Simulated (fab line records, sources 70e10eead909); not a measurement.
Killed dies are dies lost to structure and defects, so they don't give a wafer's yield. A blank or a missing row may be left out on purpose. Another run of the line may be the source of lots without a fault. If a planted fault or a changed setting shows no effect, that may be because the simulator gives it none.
Comparing a struck lot with a sound one || flow nand-harc || 14 steps out of a route of 1302
Sound: wafers L610.1, L610.2, L610.3. Struck: wafer L628.1 (L628.2, L628.3, from the same lot, were not struck and are left out); the cause is given at the end.
For every step that has rows: the tool of each side, followed by ch and its chambers, followed by its first start. Under that, the readings that differ: sound wafers || struck wafers || difference of the means || sigmas: that difference in standard deviations of wafers without a fault.
alike: readings with means less than 2 such deviations apart, plus words and numbers identical on both sides. not compared: withheld readings, readings lacking a value on some wafer, bounds such as >300 that could conceal the same value, and numbers that have no deviation in the record and whose values overlap.
Wherever a step has rows on one side only, a row that says differs or no value, or a row with sigmas, the two part there. Numbers that don't overlap but have no deviation are shown without sigmas and don't part them. A reading that every wafer of one side lacks parts them only if that side has two wafers or more.

first, 6 steps without rows for these wafers: NHARC_A_STAIRCASE_SOFTBAKE_179 (time 170 s); NHARC_A_STAIRCASE_EBR_180; NHARC_A_STAIRCASE_EXPOSE_181 (exposes mask STAIR 2); NHARC_A_STAIRCASE_PEB_182 (peb time 130 s); NHARC_A_STAIRCASE_DEVELOP_183 (time 140 s); NHARC_A_STAIRCASE_HARDBAKE_185 (time 140 s).
NHARC_A_STAIRCASE_DESCUM_186: chemistry O2, time 3 s.
  sound on rie-diel-04 ch 0,1,3, day 15 14:16; struck on rie-diel-04 ch 0, day 24 01:02
{"reading": "rf-hours-counter-h (h)", "sound": "52 55 49", "struck": 6, "difference": -46, "sigmas": ""}
  alike: drypump-motor-current-A, oes-product-au, rf-vpp-V, showerhead-plenum-p-Torr, throttle-valve-pct
NHARC_A_STAIRCASE_TRIM_187: chemistry O2, time 211.2 s.
  sound on rie-diel-04 ch 0,1,2, day 15 14:22; struck on rie-diel-04 ch 0, day 24 01:08
{"reading": "oes-product-au (a.u.)", "sound": "0.986 0.992 1.018", "struck": 0.972, "difference": -0.027, "sigmas": -2}
{"reading": "rf-hours-counter-h (h)", "sound": "49 52 46", "struck": 7, "difference": -42, "sigmas": ""}
  alike: drypump-motor-current-A, rf-vpp-V, showerhead-plenum-p-Torr, throttle-valve-pct
NHARC_A_STAIRCASE_ETCH_188: etches the open film in C4F8/O2, target depth 100 nm, time 40.5 s.
  sound on rie-diel-04 ch 0,1,2; struck on rie-diel-04 ch 0
{"reading": "rf-hours-counter-h (h)", "sound": "49 47 52", "struck": 7, "difference": -42, "sigmas": ""}
  alike: oes-product-au, rf-vpp-V
NHARC_A_STAIRCASE_TRIM_189: chemistry O2, time 211.2 s.
  sound on rie-diel-04 ch 0,1,2; struck on rie-diel-04 ch 2
{"reading": "rf-hours-counter-h (h)", "sound": "49 47 52", "struck": 6, "difference": -43, "sigmas": ""}
  alike: drypump-motor-current-A, oes-product-au, rf-vpp-V, showerhead-plenum-p-Torr, throttle-valve-pct
then, 1 step without rows for these wafers: NHARC_A_STAIRCASE_ETCH_190 (etches the open film in C4F8/O2, target depth 100 nm, time 40.5 s).
NHARC_A_STAIRCASE_TRIM_191: chemistry O2, time 211.2 s.
  sound on rie-diel-04 ch 0,1,2, day 15 14:56; struck on rie-diel-04 ch 0, day 24 01:35
{"reading": "oes-product-au (a.u.)", "sound": "1.020 0.995 0.994", "struck": 1.170, "difference": "+0.167", "sigmas": "+15"}
{"reading": "rf-hours-counter-h (h)", "sound": "47 53 49", "struck": 7, "difference": -43, "sigmas": ""}
  alike: drypump-motor-current-A, rf-vpp-V, showerhead-plenum-p-Torr, throttle-valve-pct
NHARC_A_STAIRCASE_ETCH_192: etches the open film in C4F8/O2, target depth 100 nm, time 40.5 s.
  sound on rie-diel-04 ch 1,2,3; struck on rie-diel-04 ch 0
{"reading": "rf-hours-counter-h (h)", "sound": "47 56 50", "struck": 7, "difference": -44, "sigmas": ""}
  alike: oes-product-au, rf-vpp-V
-- record jumps: 9 days between struck wafers' starts before vs after; left off in module A_STAIRCASE, resumes in module END, first step shown is number 1302 of the route --
NHARC_END_SORT_01:
  sound on prober-02 ch 0, day 24 11:49; struck on prober-02 ch 0, day 32 21:02
{"reading": "hold", "sound": "- - -", "struck": "await-dispo/2.7h/release", "difference": "no value on the sound wafers", "sigmas": ""}
{"reading": "killed-at-array", "sound": "75 61 62", "struck": 620, "difference": "+554", "sigmas": "+28"}
{"reading": "killed-dies", "sound": "82 71 79", "struck": 634, "difference": "+557", "sigmas": "+27"}
  alike: killed-at-other, killed-at-periphery, killed-open, killed-short

## WHERE THEY PART
Last at NHARC_END_SORT_01 as far as this record goes, first at NHARC_A_STAIRCASE_TRIM_187.

WHY: what had been put in by the simulator
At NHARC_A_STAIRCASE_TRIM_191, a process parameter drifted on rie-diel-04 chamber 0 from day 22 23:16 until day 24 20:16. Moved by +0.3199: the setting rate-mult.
